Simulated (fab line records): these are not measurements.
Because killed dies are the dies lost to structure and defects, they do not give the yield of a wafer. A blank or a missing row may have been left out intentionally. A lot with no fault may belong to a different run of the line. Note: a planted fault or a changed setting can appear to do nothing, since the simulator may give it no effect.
Struck lot and sound lot, side by side :: flow n5Finfet :: 14 steps out of a route of 1938
Sound: the wafers L196.1, L196.2, L196.6. Struck: wafer L204.1 (left out: L204.2, L204.6 of the same lot, which were not struck); the cause appears at the end.
Order at every step that has rows: each side's tool, ch and its chambers, its first start. Under that, the readings that differ: sound wafers :: struck wafers :: difference of the means :: sigmas: that difference in standard deviations of wafers without a fault.
alike: same words and numbers on both sides, and readings whose means sit less than 2 such deviations apart. not compared: any withheld reading, any reading some wafer has no value for, any bound like >300 that may hide the same value, and any number with overlapping values for which the record gives no deviation.
The two part at a step that has a row with sigmas, a row that says differs or no value, or rows on one side only. Non-overlapping numbers with no deviation appear without sigmas and do not part them. Lack of a reading on every wafer of one side parts them only where that side has two or more wafers.

first, 4 steps without rows for these wafers: N5_BEOL_M13_ETCH_68 (etches SOC in N2/H2, time 355 s); N5_BEOL_M13_STRIP_69 (strips in N2/H2); N5_BEOL_M13_TRENCH_ETCH_34 (etches SiOC in C4F8/O2/Ar, target depth 413.47 nm, time 162.6 s); N5_BEOL_M13_STRIP_70 (strips in C4F8/O2/Ar).
N5_BEOL_M13_OCD_MEAS_35:
  sound on ocd-01, day 13 19:23; struck on ocd-01, day 15 00:15
  alike: trenchDepthNm
N5_BEOL_M13_STRIP_37: strips in N2/H2.
  sound on plasmaAsher-01 ch 0,1, day 13 19:25; struck on plasmaAsher-02 ch 0, day 15 00:17
reading: heaterPowerW (W)
sound: 311 372 308
struck: 409
difference: +79
sigmas: +2
  alike: drypumpMotorCurrentA, oesProductAu
  not compared: rfHoursCounterH
N5_BEOL_M13_ETCH_38: etches SiCN in CF4/N2, target depth 67.5 nm, time 71.9 s.
  sound on rieDiel-02 ch 0,2,3, day 13 20:48; struck on rieDiel-03 ch 1, day 15 04:02
reading: rfVppV (V)
sound: 379.2 381.4 380.4
struck: 383.7
difference: +3.4
sigmas: +2
  alike: cf4FlowSccm, drypumpMotorCurrentA, oesProductAu, showerheadPlenumPTorr, throttleValvePct
  not compared: rfHoursCounterH
then, 2 steps without rows for these wafers: N5_BEOL_M13_PRECLEAN_39 (cleans in residue remover, time 60 s); N5_BEOL_M13_SRD_40 (time 30 s, dry time 30 s).
N5_BEOL_M13_DEGAS_41: time 60 s.
  sound on pvdSputter-02, day 13 21:40; struck on pvdSputter-01, day 15 04:40
  alike: heaterPowerW
N5_BEOL_M13_PRE_CLEAN_42: time 30 s.
  sound on pvdSputter-02, day 13 21:42; struck on pvdSputter-01, day 15 04:42
  alike: heaterPowerW
N5_BEOL_M13_SPUTTER_43: material TaN, target thk 15 nm, time 24.19 s.
  sound on pvdSputter-02, day 13 21:44; struck on pvdSputter-01, day 15 04:45
  alike: cathodeDcPowerW, chamberPressurePa, throttleValvePct
N5_BEOL_M13_SPUTTER_44: material Ta, target thk 10 nm, time 16.13 s.
  sound on pvdSputter-02, day 13 21:49; struck on pvdSputter-01, day 15 04:50
reading: model.Ta_of_BEOL_M13_SPUTTER_44.thkNm (nm)
sound: 9.6 10 9.8
struck: 8.4
difference: -1.4
sigmas: 
  alike: cathodeDcPowerW, chamberPressurePa, throttleValvePct
then, 1 step without rows for these wafers: N5_BEOL_M13_SPUTTER_45 (material Cu, target thk 80 nm, time 13.33 s).

== WHERE THEY PART ==
At N5_BEOL_M13_STRIP_37 first; at N5_BEOL_M13_ETCH_38 last (within this record only). Later steps at which nothing parts them and some readings are alike: N5_BEOL_M13_DEGAS_41, N5_BEOL_M13_PRE_CLEAN_42, N5_BEOL_M13_SPUTTER_43, N5_BEOL_M13_SPUTTER_44.

WHY: what the simulator had put in
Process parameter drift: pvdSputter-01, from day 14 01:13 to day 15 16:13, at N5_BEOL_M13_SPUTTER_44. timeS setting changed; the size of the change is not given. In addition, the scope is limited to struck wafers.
